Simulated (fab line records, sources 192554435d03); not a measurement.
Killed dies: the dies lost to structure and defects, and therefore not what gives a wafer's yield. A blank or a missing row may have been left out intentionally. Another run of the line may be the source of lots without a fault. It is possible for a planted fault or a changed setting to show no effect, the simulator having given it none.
Split-lot trial / flow n5-finfet / route with 1938 steps; 7 lots, 21 wafers read

== SPLIT DETAILS ==
At N5_SD_EPI_P_EPI_21 (deposits SiGe:B, time 355 s), the setting time-s was moved away from the recipe's 355 s on 5 of the 21 wafers read, by -15.9% to +14.4%. For the rest of the wafers, this setting stayed at what the recipe calls for.

== FROM THE SPLIT TO THE READING: what the file shows between them, 3 steps ==
- N5_SD_EPI_P_EPI_MEAS_23
- N5_SD_EPI_P_HM_STRIP_48: strips SiNx in H3PO4, material SiNx, target depth 3 nm
- N5_SD_EPI_P_SRD_49: time 30 s

== THE READING ==
SiGe-B_of_SD_EPI_P_EPI_21.thk-nm (the simulator's own value, which no gauge read), in nm, at N5_SD_EPI_P_PRECLEAN_24 (cleans in O3/DIW, time 45 s). There is no usual value for it anywhere in the file. Here, 16 wafers ran the recipe; their average is 60.8 nm with a standard deviation of 0.82 nm.

wafer=L082.1; tool, chamber at the split=epi-rpcvd-01, 0; time-s as run, s=355; against the recipe=recipe; SiGe-B_of_SD_EPI_P_EPI_21.thk-nm, nm=61; against lot-mates on the recipe=-
wafer=L082.4; tool, chamber at the split=epi-rpcvd-01, 0; time-s as run, s=355; against the recipe=recipe; SiGe-B_of_SD_EPI_P_EPI_21.thk-nm, nm=60; against lot-mates on the recipe=-
wafer=L082.5; tool, chamber at the split=epi-rpcvd-01, 0; time-s as run, s=355; against the recipe=recipe; SiGe-B_of_SD_EPI_P_EPI_21.thk-nm, nm=60.8; against lot-mates on the recipe=-
wafer=L083.1; tool, chamber at the split=epi-rpcvd-04, 0; time-s as run, s=355; against the recipe=recipe; SiGe-B_of_SD_EPI_P_EPI_21.thk-nm, nm=62.2; against lot-mates on the recipe=-
wafer=L083.3; tool, chamber at the split=epi-rpcvd-04, 0; time-s as run, s=355; against the recipe=recipe; SiGe-B_of_SD_EPI_P_EPI_21.thk-nm, nm=61.6; against lot-mates on the recipe=-
wafer=L083.4; tool, chamber at the split=epi-rpcvd-04, 0; time-s as run, s=355; against the recipe=recipe; SiGe-B_of_SD_EPI_P_EPI_21.thk-nm, nm=62.6; against lot-mates on the recipe=-
wafer=L084.1; tool, chamber at the split=epi-rpcvd-04, 0; time-s as run, s=355; against the recipe=recipe; SiGe-B_of_SD_EPI_P_EPI_21.thk-nm, nm=59.6; against lot-mates on the recipe=-
wafer=L084.2; tool, chamber at the split=epi-rpcvd-04, 0; time-s as run, s=355; against the recipe=recipe; SiGe-B_of_SD_EPI_P_EPI_21.thk-nm, nm=60; against lot-mates on the recipe=-
wafer=L084.6; tool, chamber at the split=epi-rpcvd-04, 0; time-s as run, s=298.6; against the recipe=-15.9%; SiGe-B_of_SD_EPI_P_EPI_21.thk-nm, nm=54; against lot-mates on the recipe=-5.8
wafer=L085.1; tool, chamber at the split=epi-rpcvd-02, 0; time-s as run, s=355; against the recipe=recipe; SiGe-B_of_SD_EPI_P_EPI_21.thk-nm, nm=60.8; against lot-mates on the recipe=-
wafer=L085.2; tool, chamber at the split=epi-rpcvd-02, 0; time-s as run, s=406.1; against the recipe=+14.4%; SiGe-B_of_SD_EPI_P_EPI_21.thk-nm, nm=66; against lot-mates on the recipe=+5.2
wafer=L085.4; tool, chamber at the split=epi-rpcvd-02, 0; time-s as run, s=406.1; against the recipe=+14.4%; SiGe-B_of_SD_EPI_P_EPI_21.thk-nm, nm=66.2; against lot-mates on the recipe=+5.4
wafer=L087.1; tool, chamber at the split=epi-rpcvd-01, 0; time-s as run, s=322.7; against the recipe=-9.1%; SiGe-B_of_SD_EPI_P_EPI_21.thk-nm, nm=58; against lot-mates on the recipe=-3.6
wafer=L087.2; tool, chamber at the split=epi-rpcvd-01, 0; time-s as run, s=355; against the recipe=recipe; SiGe-B_of_SD_EPI_P_EPI_21.thk-nm, nm=61.6; against lot-mates on the recipe=-
wafer=L087.5; tool, chamber at the split=epi-rpcvd-01, 0; time-s as run, s=322.7; against the recipe=-9.1%; SiGe-B_of_SD_EPI_P_EPI_21.thk-nm, nm=57.8; against lot-mates on the recipe=-3.8
wafer=L095.1; tool, chamber at the split=epi-rpcvd-01, 0; time-s as run, s=355; against the recipe=recipe; SiGe-B_of_SD_EPI_P_EPI_21.thk-nm, nm=60; against lot-mates on the recipe=-
wafer=L095.3; tool, chamber at the split=epi-rpcvd-01, 0; time-s as run, s=355; against the recipe=recipe; SiGe-B_of_SD_EPI_P_EPI_21.thk-nm, nm=60; against lot-mates on the recipe=-
wafer=L095.6; tool, chamber at the split=epi-rpcvd-01, 0; time-s as run, s=355; against the recipe=recipe; SiGe-B_of_SD_EPI_P_EPI_21.thk-nm, nm=60.4; against lot-mates on the recipe=-
wafer=L097.1; tool, chamber at the split=epi-rpcvd-01, 0; time-s as run, s=355; against the recipe=recipe; SiGe-B_of_SD_EPI_P_EPI_21.thk-nm, nm=60.8; against lot-mates on the recipe=-
wafer=L097.4; tool, chamber at the split=epi-rpcvd-01, 0; time-s as run, s=355; against the recipe=recipe; SiGe-B_of_SD_EPI_P_EPI_21.thk-nm, nm=60.8; against lot-mates on the recipe=-
wafer=L097.2; tool, chamber at the split=epi-rpcvd-01, 0; time-s as run, s=355; against the recipe=recipe; SiGe-B_of_SD_EPI_P_EPI_21.thk-nm, nm=61.2; against lot-mates on the recipe=-

FIT RESULTS
A straight line over all 21 wafers: SiGe-B_of_SD_EPI_P_EPI_21.thk-nm changes by +0.377 nm for each +1% of time-s; r = +0.95; the points scatter about the line by 0.8 nm.
The same after taking each lot's own level away (the mean of its wafers on the recipe; 21 wafers): +0.375 nm for each +1%; r = +0.99; scatter 0.29 nm.
That fit puts the effect of the largest move of time-s on the reading at 6 nm.
From 59.80 to 62.13 nm: that is the span of the lots' own levels, equal to 2.8 times the standard deviation above.
The two slopes are in agreement: the lot-to-lot level therefore moves the slope only a little.
Check: -6.08 nm against its lot-mates is what the line predicts for one of the wafers moved furthest among these (-15.9%) when that wafer is left out of the fit. It came out at -5.8 nm against them.

== OTHER SPLITS APPLIED TO THESE WAFERS ==
These wafers also went through other splits before the reading. Each is held against what the fit with the lots' levels taken away leaves over:
other split on the same wafers=N5_PMOS_HMC_CHANNEL_EPI_PEB_07 peb-time-s; wafers away from the commonest value=9; r with SiGe-B_of_SD_EPI_P_EPI_21.thk-nm (lot level and that fit taken away)=+0.31
other split on the same wafers=N5_FIN_SAQP_ETCH_65 time-s; wafers away from the commonest value=6; r with SiGe-B_of_SD_EPI_P_EPI_21.thk-nm (lot level and that fit taken away)=+0.00
other split on the same wafers=N5_FIN_CUT_CUT_ETCH_26 time-s; wafers away from the commonest value=4; r with SiGe-B_of_SD_EPI_P_EPI_21.thk-nm (lot level and that fit taken away)=+0.23
other split on the same wafers=N5_DUMMY_GATE_EXPOSE_12 dose-mj; wafers away from the commonest value=10; r with SiGe-B_of_SD_EPI_P_EPI_21.thk-nm (lot level and that fit taken away)=-0.32
other split on the same wafers=N5_DUMMY_GATE_DESCUM_20 time-s; wafers away from the commonest value=7; r with SiGe-B_of_SD_EPI_P_EPI_21.thk-nm (lot level and that fit taken away)=-0.17

== THE WHOLE CHAIN: every reading that the file lists as answering this split, in the file's order ==
step=N5_SD_EPI_P_EPI_21; what it does=deposits SiGe:B, time 355 s; reading=SiGe-B_of_SD_EPI_P_EPI_21.thk-nm (the simulator's own value, which no gauge read); change (the file's fit)=+0.378 nm for each +1% of the setting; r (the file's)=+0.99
step=N5_SD_EPI_P_EPI_MEAS_23; what it does=; reading=thk-nm; change (the file's fit)=withheld for each +1% of the setting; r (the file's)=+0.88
step=N5_SD_EPI_P_PRECLEAN_24; what it does=cleans in O3/DIW, time 45 s; reading=SiGe-B_of_SD_EPI_P_EPI_21.thk-nm (the simulator's own value, which no gauge read); change (the file's fit)=+0.373 nm for each +1% of the setting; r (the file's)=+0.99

== THE FILE'S OWN FIT ==
SiGe-B_of_SD_EPI_P_EPI_21.thk-nm changes by +0.373 nm for each +1% of time-s, r = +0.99.
